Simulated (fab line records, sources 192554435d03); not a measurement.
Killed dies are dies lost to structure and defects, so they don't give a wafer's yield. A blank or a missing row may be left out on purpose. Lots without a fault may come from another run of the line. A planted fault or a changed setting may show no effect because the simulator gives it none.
Split-lot experiment | flow n5_finfet | 7 lots, 21 wafers read, on a route of 1938 steps

THE SPLIT
At N5_BEOL_M5_TRENCH_ETCH_37 (etches SiCOH lowk in C4F6/O2, target depth 71.652 nm, time 24.7 s), the setting source_w was moved away from the recipe's 345 W on 9 of the 21 wafers read, by -17.5% to +13.2%. The other wafers ran this setting at the recipe's value.

FROM THE SPLIT TO THE READING: what the file shows between them, 2 steps
- N5_BEOL_M5_ETCH_41: etches SiCN in CH3F/O2, target depth 31.5 nm, time 56.7 s
- N5_BEOL_M5_STRIP_91: strips in N2/H2, time 10 s

THE READING
trench_depth_nm, in nm, at N5_BEOL_M5_OCD_MEAS_38. Fault-free wafers of this fab line usually give 71.1 nm, standard deviation 1.3 nm.

wafer  | tool, chamber at the split | source_w as run, W | against the recipe | trench_depth_nm, nm | against lot-mates on the recipe
L077.1 | rie_diel-06, 1             | 345                | recipe             | 72.4                | -
L077.5 | rie_diel-06, 0             | 301.1              | -12.7%             | 66.4                | -6.0
L077.6 | rie_diel-06, 3             | 301.1              | -12.7%             | 67.2                | -5.2
L078.3 | rie_diel-01, 2             | 345                | recipe             | 71.2                | -
L078.4 | rie_diel-01, 2             | 345                | recipe             | 71.0                | -
L078.5 | rie_diel-01, 3             | 369.2              | +7.0%              | 74.0                | +2.9
L076.2 | rie_diel-01, 0             | 345                | recipe             | 69.5                | -
L076.5 | rie_diel-01, 0             | 345                | recipe             | 69.6                | -
L076.6 | rie_diel-01, 2             | 285.9              | -17.1%             | 65.7                | -3.8
L086.3 | rie_diel-05, 3             | 390.4              | +13.2%             | 76.9                | +5.0
L086.4 | rie_diel-05, 1             | 345                | recipe             | 70.0                | -
L086.6 | rie_diel-05, 3             | 345                | recipe             | 73.8                | -
L087.3 | rie_diel-05, 0             | 345                | recipe             | 71.0                | -
L087.5 | rie_diel-05, 3             | 345                | recipe             | 74.9                | -
L087.6 | rie_diel-05, 2             | 345                | recipe             | 72.7                | -
L089.2 | rie_diel-06, 2             | 327                | -5.2%              | 70.0                | -1.0
L089.4 | rie_diel-06, 0             | 327                | -5.2%              | 68.3                | -2.7
L089.6 | rie_diel-06, 0             | 345                | recipe             | 71.0                | -
L096.2 | rie_diel-06, 0             | 284.5              | -17.5%             | 66.2                | -4.6
L096.5 | rie_diel-06, 0             | 345                | recipe             | 70.8                | -
L096.6 | rie_diel-06, 3             | 284.5              | -17.5%             | 66.4                | -4.4

THE FIT
A straight line over all 21 wafers: trench_depth_nm changes by +0.343 nm for each +1% of source_w; r = +0.90; the points scatter about the line by 1.4 nm.
The same after taking each lot's own level away (the mean of its wafers on the recipe; 21 wafers): +0.316 nm for each +1%; r = +0.91; scatter 1.2 nm.
On that fit, the largest move of source_w shifts the reading by 5.5 nm.
The lots' own levels span 69.55 to 72.87 nm, that is 2.6 times the standard deviation above.
So the lot-to-lot level changes the slope little: the two slopes agree.
Check: with one of the wafers moved furthest among these (-17.5%) left out of the fit, the line predicts -5.69 nm for it against its lot-mates. It came out at -4.6 nm against them.
Tool readings at the split's step, against how far the setting was moved: rf_vpp_V r = -0.94.

OTHER SPLITS ON THESE WAFERS
These wafers also went through other splits before the reading. Each is held against what the fit with the lots' levels taken away leaves over:
other split on the same wafers  | wafers away from the commonest value | r with trench_depth_nm (lot level and that fit taken away)
N5_BEOL_M4_COAT_05 spin_rpm     | 7                                    | +0.14
N5_BEOL_M5_VIA_ETCH_34 source_w | 5                                    | -0.02

THE WHOLE CHAIN: every reading that the file lists as answering this split, in the file's order
step                      | what it does                                                      | reading                                                                   | change (the file's fit)               | r (the file's)
N5_BEOL_M5_TRENCH_ETCH_37 | etches SiCOH lowk in C4F6/O2, target depth 71.652 nm, time 24.7 s | rf_vpp_V                                                                  | -4.04 V for each +1% of the setting   | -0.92
N5_BEOL_M5_TRENCH_ETCH_37 | etches SiCOH lowk in C4F6/O2, target depth 71.652 nm, time 24.7 s | BEOL_M5.feature_depth_nm (the simulator's own value, which no gauge read) | +0.322 nm for each +1% of the setting | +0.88
N5_BEOL_M5_TRENCH_ETCH_37 | etches SiCOH lowk in C4F6/O2, target depth 71.652 nm, time 24.7 s | etch.depth_nm (the simulator's own value, which no gauge read)            | +0.323 nm for each +1% of the setting | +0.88
N5_BEOL_M5_OCD_MEAS_38    |                                                                   | trench_depth_nm                                                           | +0.311 nm for each +1% of the setting | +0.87

THE FILE'S OWN FIT
trench_depth_nm changes by +0.311 nm for each +1% of source_w, r = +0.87.
